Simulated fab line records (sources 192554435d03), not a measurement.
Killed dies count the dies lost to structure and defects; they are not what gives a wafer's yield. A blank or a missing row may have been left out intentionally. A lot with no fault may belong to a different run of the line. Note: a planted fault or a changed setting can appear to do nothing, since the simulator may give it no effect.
fab line records	flow n5_finfet
[record] lots = 24	wafers = 72	last_day = 18
route steps=1938 shown MOL_CONTACT_COAG@573 BEOL_M0_SAQP@651
lots with no fault: from the same line, run without faults
start_h: the number of hours between the record's first day and the start of the first shown wafer of the lot	wait_h: hours since the lot's step before	" repeats the value in the row above	L1.1+2: several wafers, shown together as one row	- no value, or no start given	* or withheld: withheld	< > ~ a bound
route shown NAME@n: a module of which the file shows steps, and the number in the route of the first	usual: mean and standard deviation over wafers with no fault	same: alike in all rows	chamber/n: place in a boat	sites: readings site by site	_std_site: standard deviation of those values	_edge_site: outer sites' mean less inner sites'	radius_mm: for every site, how far away it sits from the centre of the wafer	mask NAME#n: copy n	behind: the tool/chamber that last shaped the wafer	hold: reason for holding the lot/hours on hold/outcome of the hold	device: transistor that didn't switch, given as n, p or np	end of line: tests of these same wafers at the route's end	a step without rows: its recipe alone	killed: dies lost to structure and defects at the first sort, not the wafer's yield	map: the dies of a wafer, with x for killed, . for not killed, _ for no die there
set.NAME: the setting that was run; set.NAME@STEP: the one run at that earlier step	model.NAME: the simulator's own value behind a step, which no gauge read
one table for each step of the route and one row for each wafer, over a sample of lots
services: from which hour (start_h, from the record's first day; less than 0 if before it) a tool's chamber was out of use, for how many hours, and why
[[steps]]
[step N5_MOL_CONTACT_COAG_CD_MEAS_84]
[recipe] target_cd_nm = 25.1	landing_energy_ev = 500	detector = se_inlens	polarity = opening
[usual] cd_nm = 25.1/0.31
lot.wafer	tool	chamber	start_h	wait_h	cd_nm
L074.3	cd_sem-02	0	99.51	-	25.6
L074.4	"	0	"	"	25.3
L074.6	"	0	"	"	25.5
L075.1	cd_sem-02	0	110.75	-	25.0
L075.2	"	0	"	"	25.1
L075.4	"	0	"	"	24.8
L076.2	cd_sem-01	0	110.96	-	25.3
L076.3	"	0	"	"	25.2
L076.4	"	0	"	"	25.0
L077.2	cd_sem-02	0	114.41	-	25.4
L077.5	"	0	"	"	24.8
L077.6	"	0	"	"	24.9
L078.1	cd_sem-02	0	123.95	-	25.5
L078.4	"	0	"	"	25.1
L078.5	"	0	"	"	24.9
L079.3	cd_sem-03	0	126.98	-	25.0
L079.4	"	0	"	"	25.2
L079.6	"	0	"	"	25.1
L080.1	cd_sem-03	0	133.47	-	24.9
L080.3	"	0	"	"	25.1
L080.4	"	0	"	"	25.1
L081.2	cd_sem-03	0	139.86	-	24.7
L081.3	"	0	"	"	25.4
L081.5	"	0	"	"	24.7
L082.3	cd_sem-02	0	147.83	-	25.2
L082.4	"	0	"	"	25.2
L082.6	"	0	"	"	25.0
L083.4	cd_sem-02	0	152.33	-	24.4
L083.5	"	0	"	"	24.6
L083.6	"	0	"	"	25.2
L084.2	cd_sem-01	0	162.61	-	25.7
L084.4	"	0	"	"	25.5
L084.6	"	0	"	"	25.2
L085.1	cd_sem-02	0	162.79	-	25.3
L085.2	"	0	"	"	25.4
L085.6	"	0	"	"	25.7
L086.2	cd_sem-02	0	172.17	-	25.2
L086.5	"	0	"	"	25.4
L086.6	"	0	"	"	25.1
L087.2	cd_sem-02	0	178.74	-	25.0
L087.3	"	0	"	"	25.2
L087.6	"	0	"	"	25.0
L088.1	cd_sem-02	0	181.58	-	25.3
L088.2	"	0	"	"	25.5
L088.3	"	0	"	"	25.4
L089.2	cd_sem-01	0	191.16	-	25.7
L089.4	"	0	"	"	25.6
L089.6	"	0	"	"	25.8
L090.1	cd_sem-01	0	194.89	-	24.9
L090.3	"	0	"	"	24.8
L090.5	"	0	"	"	25.1
L091.1	cd_sem-01	0	202.50	-	25.2
L091.2	"	0	"	"	25.6
L091.4	"	0	"	"	25.0
L092.1	cd_sem-01	0	203.90	-	25.5
L092.3	"	0	"	"	25.7
L092.4	"	0	"	"	25.5
L093.1	cd_sem-01	0	221.15	-	25.0
L093.5	"	0	"	"	25.1
L093.6	"	0	"	"	25.4
L094.2	cd_sem-03	0	221.59	-	25.3
L094.3	"	0	"	"	25.1
L094.5	"	0	"	"	24.8
L095.1	cd_sem-03	0	222.93	-	25.1
L095.2	"	0	"	"	25.2
L095.4	"	0	"	"	25.0
L096.4	cd_sem-01	0	236.14	-	24.9
L096.5	"	0	"	"	24.7
L096.6	"	0	"	"	25.4
L097.2	cd_sem-02	0	239.61	-	25.0
L097.4	"	0	"	"	24.7
L097.5	"	0	"	"	24.8
[step N5_MOL_CONTACT_COAG_OVL_MEAS_85]
[recipe] points_per_wafer = 522
[usual] VG_OVL = -0.2/0.8
lot.wafer	tool	chamber	start_h	wait_h	VG_OVL[nm]
L074.3	overlay-02	0	99.55	0.0	0.4
L074.4	"	0	"	"	0.1
L074.6	"	0	"	"	1.3
L075.1	overlay-01	0	110.78	0.0	0.9
L075.2	"	0	"	"	1.2
L075.4	"	0	"	"	1.1
L076.2	overlay-01	0	110.99	0.0	-0.2
L076.3	"	0	"	"	0.4
L076.4	"	0	"	"	-0.2
L077.2	overlay-02	0	114.45	0.0	-0.3
L077.5	"	0	"	"	-1.4
L077.6	"	0	"	"	-0.4
L078.1	overlay-02	0	123.98	0.0	-1.0
L078.4	"	0	"	"	-1.1
L078.5	"	0	"	"	-1.6
L079.3	overlay-01	0	127.02	0.0	0.5
L079.4	"	0	"	"	-0.3
L079.6	"	0	"	"	-0.3
L080.1	overlay-01	0	133.50	0.0	-1.2
L080.3	"	0	"	"	-0.7
L080.4	"	0	"	"	-1.2
L081.2	overlay-01	0	139.89	0.0	-0.3
L081.3	"	0	"	"	-0.3
L081.5	"	0	"	"	-0.5
L082.3	overlay-01	0	147.87	0.0	0.2
L082.4	"	0	"	"	-0.3
L082.6	"	0	"	"	-1.1
L083.4	overlay-02	0	152.38	0.0	-0.6
L083.5	"	0	"	"	-0.2
L083.6	"	0	"	"	-0.6
L084.2	overlay-01	0	162.64	0.0	0.7
L084.4	"	0	"	"	0.0
L084.6	"	0	"	"	0.8
L085.1	overlay-01	0	162.82	0.0	1.1
L085.2	"	0	"	"	0.0
L085.6	"	0	"	"	1.1
L086.2	overlay-01	0	172.20	0.0	-1.7
L086.5	"	0	"	"	-2.1
L086.6	"	0	"	"	-1.3
L087.2	overlay-01	0	178.77	0.0	0.5
L087.3	"	0	"	"	-0.7
L087.6	"	0	"	"	-0.6
L088.1	overlay-01	0	181.61	0.0	-1.0
L088.2	"	0	"	"	-0.8
L088.3	"	0	"	"	0.6
L089.2	overlay-02	0	191.20	0.0	-0.5
L089.4	"	0	"	"	0.6
L089.6	"	0	"	"	1.0
L090.1	overlay-02	0	194.93	0.0	-0.2
L090.3	"	0	"	"	-0.3
L090.5	"	0	"	"	0.0
L091.1	overlay-02	0	202.53	0.0	1.5
L091.2	"	0	"	"	0.9
L091.4	"	0	"	"	0.2
L092.1	overlay-01	0	203.93	0.0	-0.7
L092.3	"	0	"	"	0.1
L092.4	"	0	"	"	-0.8
L093.1	overlay-02	0	221.18	0.0	-0.9
L093.5	"	0	"	"	-1.7
L093.6	"	0	"	"	-1.0
L094.2	overlay-01	0	221.63	0.0	-0.9
L094.3	"	0	"	"	0.6
L094.5	"	0	"	"	-0.6
L095.1	overlay-02	0	222.96	0.0	-0.1
L095.2	"	0	"	"	-0.2
L095.4	"	0	"	"	0.7
L096.4	overlay-01	0	236.19	0.0	0.4
L096.5	"	0	"	"	-1.3
L096.6	"	0	"	"	-0.4
L097.2	overlay-02	0	239.64	0.0	-0.2
L097.4	"	0	"	"	0.2
L097.5	"	0	"	"	0.9
[step N5_MOL_CONTACT_COAG_OVL_MEAS_41]
[recipe] points_per_wafer = 522
[usual] VD_OVL = -0.2/0.6
lot.wafer	tool	chamber	start_h	wait_h	VD_OVL[nm]
L074.3	overlay-02	0	101.56	0.0	-0.7
L074.4	"	0	"	"	-0.5
L074.6	"	0	"	"	-0.8
L075.1	overlay-02	0	112.63	0.0	-0.8
L075.2	"	0	"	"	-0.2
L075.4	"	0	"	"	-1.2
L076.2	overlay-02	0	112.90	0.0	-0.6
L076.3	"	0	"	"	-1.0
L076.4	"	0	"	"	-0.9
L077.2	overlay-01	0	115.99	0.0	-0.2
L077.5	"	0	"	"	0.7
L077.6	"	0	"	"	0.0
L078.1	overlay-02	0	125.46	0.0	0.5
L078.4	"	0	"	"	0.9
L078.5	"	0	"	"	0.9
L079.3	overlay-01	0	128.29	0.0	0.2
L079.4	"	0	"	"	-0.8
L079.6	"	0	"	"	-1.1
L080.1	overlay-02	0	134.75	0.0	-0.1
L080.3	"	0	"	"	1.1
L080.4	"	0	"	"	0.2
L081.2	overlay-02	0	141.50	0.0	-1.0
L081.3	"	0	"	"	-0.3
L081.5	"	0	"	"	-0.7
L082.3	overlay-01	0	149.24	0.0	0.2
L082.4	"	0	"	"	-0.9
L082.6	"	0	"	"	-0.6
L083.4	overlay-02	0	153.75	0.0	0.6
L083.5	"	0	"	"	0.3
L083.6	"	0	"	"	0.1
L084.2	overlay-01	0	164.01	0.0	-1.4
L084.4	"	0	"	"	-0.6
L084.6	"	0	"	"	-0.8
L085.1	overlay-02	0	164.19	0.0	-0.5
L085.2	"	0	"	"	-0.7
L085.6	"	0	"	"	0.5
L086.2	overlay-02	0	173.59	0.0	-1.1
L086.5	"	0	"	"	-0.8
L086.6	"	0	"	"	-1.1
L087.2	overlay-02	0	181.16	0.0	0.6
L087.3	"	0	"	"	0.2
L087.6	"	0	"	"	0.5
L088.1	overlay-01	0	183.97	0.0	0.2
L088.2	"	0	"	"	-0.6
L088.3	"	0	"	"	-0.6
L089.2	overlay-01	0	192.61	0.0	0.3
L089.4	"	0	"	"	0.1
L089.6	"	0	"	"	-0.2
L090.1	overlay-01	0	196.75	0.0	-0.2
L090.3	"	0	"	"	0.8
L090.5	"	0	"	"	0.1
L091.1	overlay-02	0	203.95	0.0	0.7
L091.2	"	0	"	"	-0.1
L091.4	"	0	"	"	-0.5
L092.1	overlay-01	0	205.70	0.0	0.2
L092.3	"	0	"	"	-0.6
L092.4	"	0	"	"	0.8
L093.1	overlay-02	0	222.58	0.0	-1.2
L093.5	"	0	"	"	-1.6
L093.6	"	0	"	"	-0.8
L094.2	overlay-01	0	222.91	0.0	0.7
L094.3	"	0	"	"	-0.7
L094.5	"	0	"	"	0.1
L095.1	overlay-01	0	224.41	0.0	-0.3
L095.2	"	0	"	"	-0.3
L095.4	"	0	"	"	-0.8
L096.4	overlay-01	0	237.69	0.0	-0.1
L096.5	"	0	"	"	0.9
L096.6	"	0	"	"	0.2
L097.2	overlay-02	0	241.20	0.0	0.5
L097.4	"	0	"	"	-0.3
L097.5	"	0	"	"	-0.1
[step N5_MOL_CONTACT_COAG_THK_MEAS_53]
[recipe] reads = SiO2_of_MOL_CONTACT_COAG_PECVD_31
[usual] VIA_MOL_THK = 44.2/0.83
lot.wafer	tool	chamber	start_h	wait_h	VIA_MOL_THK[nm]
L074.3	film_metro-02	-	103.26	-	43.2
L074.4	"	-	"	"	44.0
L074.6	"	-	"	"	45.0
L075.1	film_metro-01	-	114.36	-	43.7
L075.2	"	-	"	"	45.1
L075.4	"	-	"	"	44.7
L076.2	film_metro-02	-	114.57	-	44.1
L076.3	"	-	"	"	43.2
L076.4	"	-	"	"	44.7
L077.2	film_metro-02	-	117.64	-	43.9
L077.5	"	-	"	"	44.3
L077.6	"	-	"	"	44.8
L078.1	film_metro-01	-	127.32	-	44.3
L078.4	"	-	"	"	45.4
L078.5	"	-	"	"	44.1
L079.3	film_metro-02	-	130.28	-	44.2
L079.4	"	-	"	"	45.5
L079.6	"	-	"	"	44.9
L080.1	film_metro-02	-	136.41	-	43.5
L080.3	"	-	"	"	44.5
L080.4	"	-	"	"	45.4
L081.2	film_metro-01	-	143.17	-	45.0
L081.3	"	-	"	"	44.0
L081.5	"	-	"	"	45.4
L082.3	film_metro-02	-	151.09	-	43.5
L082.4	"	-	"	"	43.6
L082.6	"	-	"	"	44.3
L083.4	film_metro-01	-	156.05	-	45.4
L083.5	"	-	"	"	44.5
L083.6	"	-	"	"	44.9
L084.2	film_metro-02	-	166.03	-	44.0
L084.4	"	-	"	"	44.9
L084.6	"	-	"	"	44.4
L085.1	film_metro-01	-	166.66	-	42.2
L085.2	"	-	"	"	43.7
L085.6	"	-	"	"	43.7
L086.2	film_metro-02	-	176.03	-	44.1
L086.5	"	-	"	"	44.4
L086.6	"	-	"	"	46.5
L087.2	film_metro-02	-	183.60	-	42.7
L087.3	"	-	"	"	43.4
L087.6	"	-	"	"	43.9
L088.1	film_metro-01	-	186.15	-	43.6
L088.2	"	-	"	"	43.2
L088.3	"	-	"	"	43.7
L089.2	film_metro-01	-	194.40	-	43.4
L089.4	"	-	"	"	44.6
L089.6	"	-	"	"	44.2
L090.1	film_metro-02	-	198.56	-	44.5
L090.3	"	-	"	"	44.1
L090.5	"	-	"	"	44.9
L091.1	film_metro-02	-	205.99	-	43.1
L091.2	"	-	"	"	45.1
L091.4	"	-	"	"	43.6
L092.1	film_metro-01	-	207.81	-	44.0
L092.3	"	-	"	"	44.4
L092.4	"	-	"	"	45.2
L093.1	film_metro-01	-	224.24	-	44.1
L093.5	"	-	"	"	43.4
L093.6	"	-	"	"	44.4
L094.2	film_metro-02	-	224.57	-	44.4
L094.3	"	-	"	"	43.3
L094.5	"	-	"	"	44.6
L095.1	film_metro-02	-	226.18	-	43.0
L095.2	"	-	"	"	42.1
L095.4	"	-	"	"	45.0
L096.4	film_metro-02	-	239.71	-	45.3
L096.5	"	-	"	"	46.2
L096.6	"	-	"	"	43.8
L097.2	film_metro-01	-	242.86	-	44.2
L097.4	"	-	"	"	44.1
L097.5	"	-	"	"	45.0
[step N5_BEOL_M0_SAQP_INSPECT_16]
[recipe] mode = adi	inspect_instrument = brightfield
[usual] raw_defect_count = 505/130
lot.wafer	tool	chamber	start_h	wait_h	raw_defect_count
L074.3	defect_inspect-02	-	107.95	0.0	429
L074.4	"	-	"	"	362
L074.6	"	-	"	"	641
L075.1	defect_inspect-02	-	121.36	0.0	568
L075.2	"	-	"	"	540
L075.4	"	-	"	"	304
L076.2	defect_inspect-02	-	122.69	0.0	467
L076.3	"	-	"	"	406
L076.4	"	-	"	"	402
L077.2	defect_inspect-02	-	126.13	0.0	453
L077.5	"	-	"	"	493
L077.6	"	-	"	"	492
L078.1	defect_inspect-02	-	132.94	0.0	541
L078.4	"	-	"	"	313
L078.5	"	-	"	"	380
L079.3	defect_inspect-02	-	134.93	0.0	684
L079.4	"	-	"	"	530
L079.6	"	-	"	"	590
L080.1	defect_inspect-01	-	141.17	0.0	455
L080.3	"	-	"	"	543
L080.4	"	-	"	"	651
L081.2	defect_inspect-02	-	149.67	0.0	679
L081.3	"	-	"	"	703
L081.5	"	-	"	"	548
L082.3	defect_inspect-02	-	155.75	0.0	417
L082.4	"	-	"	"	376
L082.6	"	-	"	"	408
L083.4	defect_inspect-01	-	161.08	0.0	605
L083.5	"	-	"	"	416
L083.6	"	-	"	"	694
L084.2	defect_inspect-01	-	172.68	0.0	613
L084.4	"	-	"	"	527
L084.6	"	-	"	"	440
L085.1	defect_inspect-01	-	174.66	0.0	291
L085.2	"	-	"	"	400
L085.6	"	-	"	"	443
L086.2	defect_inspect-01	-	180.84	0.0	330
L086.5	"	-	"	"	578
L086.6	"	-	"	"	531
L087.2	defect_inspect-01	-	191.66	0.0	483
L087.3	"	-	"	"	475
L087.6	"	-	"	"	521
L088.1	defect_inspect-01	-	192.09	0.0	389
L088.2	"	-	"	"	348
L088.3	"	-	"	"	331
L089.2	defect_inspect-02	-	199.54	0.0	310
L089.4	"	-	"	"	327
L089.6	"	-	"	"	413
L090.1	defect_inspect-01	-	203.57	0.0	256
L090.3	"	-	"	"	445
L090.5	"	-	"	"	312
L091.1	defect_inspect-02	-	215.20	0.0	705
L091.2	"	-	"	"	622
L091.4	"	-	"	"	636
L092.1	defect_inspect-01	-	215.77	0.0	751
L092.3	"	-	"	"	445
L092.4	"	-	"	"	494
L093.1	defect_inspect-02	-	229.53	0.0	625
L093.5	"	-	"	"	634
L093.6	"	-	"	"	525
L094.2	defect_inspect-01	-	233.43	0.0	678
L094.3	"	-	"	"	590
L094.5	"	-	"	"	483
L095.1	defect_inspect-01	-	233.60	0.0	650
L095.2	"	-	"	"	519
L095.4	"	-	"	"	890
L096.4	defect_inspect-01	-	245.97	0.0	378
L096.5	"	-	"	"	441
L096.6	"	-	"	"	449
L097.2	defect_inspect-01	-	247.20	0.0	502
L097.4	"	-	"	"	496
L097.5	"	-	"	"	506
[step N5_BEOL_M0_SAQP_MANDREL_ETCH_20]
[recipe] target_depth_a = 600	chemistry = HBr/Cl2	target = a-Si	stop_on = SiNx	bt_time_s = 10	mask_material = SOC	over_etch_frac = 0.5	time_s = 30	pressure_mtorr = 10	icp_w = 800	bias_w = 75	HBr_flow_sccm = 150	Cl2_flow_sccm = 80	ends = end_point
[usual] drypump_motor_current_A = 5.6/0.37	oes_product_au = 0.773/0.014	throttle_valve_pct = 35.52/0.24
lot.wafer	tool	chamber	start_h	wait_h	drypump_motor_current_A	oes_product_au	rf_hours_counter_h	throttle_valve_pct
L074.3	rie_si-04	1	108.73	0.0	5.6	0.786	181	35.41
L074.4	"	2	"	"	5.6	0.796	37	35.33
L074.6	"	1	"	"	5.6	0.803	-	35.40
L075.1	rie_si-05	0	121.89	0.0	5.5	0.785	4	35.33
L075.2	"	2	"	"	5.3	0.759	86	35.96
L075.4	"	1	"	"	4.9	0.791	76	35.37
L076.2	rie_si-05	3	123.09	0.0	5.6	0.756	100	35.32
L076.3	"	0	"	"	5.6	0.783	4	35.31
L076.4	"	1	"	"	4.9	0.798	76	35.36
L077.2	rie_si-04	0	126.44	0.0	6.4	0.767	149	35.25
L077.5	"	0	"	"	6.4	0.757	-	35.25
L077.6	"	1	"	"	5.7	0.786	-	35.41
L078.1	rie_si-02	1	133.43	0.0	6.1	0.752	9	35.87
L078.4	"	0	"	"	5.9	0.771	148	35.56
L078.5	"	3	"	"	5.9	0.771	-	35.47
L079.3	rie_si-05	0	135.24	0.0	5.6	0.778	4	35.35
L079.4	"	2	"	"	5.3	0.749	86	35.98
L079.6	"	0	"	"	5.6	0.784	-	35.32
L080.1	rie_si-04	2	141.54	0.0	5.6	0.789	38	35.36
L080.3	"	0	"	"	6.4	0.750	149	35.26
L080.4	"	3	"	"	5.4	0.784	112	35.98
L081.2	rie_si-05	0	150.12	0.0	5.6	0.789	5	35.31
L081.3	"	1	"	"	4.9	0.778	77	35.36
L081.5	"	1	"	"	4.9	0.796	-	35.35
L082.3	rie_si-02	0	156.06	0.0	5.9	0.771	149	35.58
L082.4	"	3	"	"	5.8	0.764	153	35.48
L082.6	"	3	"	"	5.9	0.771	-	35.49
L083.4	rie_si-05	2	161.39	0.0	5.3	0.770	87	35.93
L083.5	"	3	"	"	5.6	0.768	-	35.30
L083.6	"	0	"	"	5.6	0.791	-	35.31
L084.2	rie_si-02	3	173.18	0.0	5.9	0.763	154	35.48
L084.4	"	0	"	"	5.9	0.769	149	35.58
L084.6	"	0	"	"	5.9	0.775	-	35.58
L085.1	rie_si-02	1	174.97	0.0	6.0	0.754	10	35.88
L085.2	"	3	"	"	5.9	0.763	154	35.48
L085.6	"	3	"	"	5.9	0.766	-	35.48
L086.2	rie_si-04	2	181.43	0.0	5.6	0.785	38	35.34
L086.5	"	3	"	"	5.4	0.781	-	36.00
L086.6	"	1	"	"	5.7	0.791	-	35.40
L087.2	rie_si-04	2	192.17	0.0	5.5	0.798	39	35.33
L087.3	"	3	"	"	5.4	0.787	113	35.99
L087.6	"	0	"	"	6.4	0.763	-	35.25
L088.1	rie_si-05	0	192.40	0.0	5.6	0.779	5	35.34
L088.2	"	1	"	"	4.9	0.782	77	35.39
L088.3	"	3	"	"	5.7	0.755	102	35.30
L089.2	rie_si-02	1	199.85	0.0	6.0	0.763	10	35.88
L089.4	"	2	"	"	5.6	0.761	154	35.49
L089.6	"	2	"	"	5.5	0.757	-	35.50
L090.1	rie_si-04	3	204.83	0.0	5.4	0.777	114	35.98
L090.3	"	2	"	"	5.6	0.790	39	35.33
L090.5	"	2	"	"	5.6	0.798	-	35.34
L091.1	rie_si-02	1	215.51	0.0	6.0	0.755	11	35.88
L091.2	"	3	"	"	5.9	0.775	154	35.46
L091.4	"	0	"	"	5.9	0.775	150	35.57
L092.1	rie_si-05	1	216.14	0.0	4.9	0.781	78	35.36
L092.3	"	3	"	"	5.7	0.769	102	35.28
L092.4	"	2	"	"	5.3	0.774	88	35.92
L093.1	rie_si-02	1	229.87	0.0	6.1	0.765	11	35.85
L093.5	"	1	"	"	6.1	0.776	-	35.85
L093.6	"	2	"	"	5.5	0.762	-	35.52
L094.2	rie_si-04	0	233.74	0.0	6.4	0.751	151	35.25
L094.3	"	3	"	"	5.3	0.771	114	36.01
L094.5	"	0	"	"	6.4	0.755	-	35.27
L095.1	rie_si-05	0	233.95	0.0	5.6	0.780	6	35.31
L095.2	"	3	"	"	5.7	0.766	103	35.29
L095.4	"	2	"	"	5.3	0.768	88	35.93
L096.4	rie_si-05	0	246.28	0.0	5.6	0.779	6	35.33
L096.5	"	0	"	"	5.6	0.788	-	35.32
L096.6	"	3	"	"	5.6	0.766	-	35.30
L097.2	rie_si-02	3	247.51	0.0	5.9	0.768	155	35.47
L097.4	"	0	"	"	5.9	0.770	151	35.59
L097.5	"	3	"	"	5.9	0.778	-	35.45
[[services]]
tool	chamber	start_h	hours	kind
rie_si-05	2	90.35	12.3	repair
rie_si-05	0	95.30	2.4	repair
rie_si-02	0	114.51	2.6	repair
rie_si-04	2	156.14	6.2	repair
rie_si-05	2	164.19	6.8	repair
rie_si-04	0	178.88	4.3	repair
rie_si-05	-	202.99	2.8	pm
rie_si-04	-	215.83	0.4	repair
rie_si-04	3	243.49	4.1	repair
[[key]]
fault none
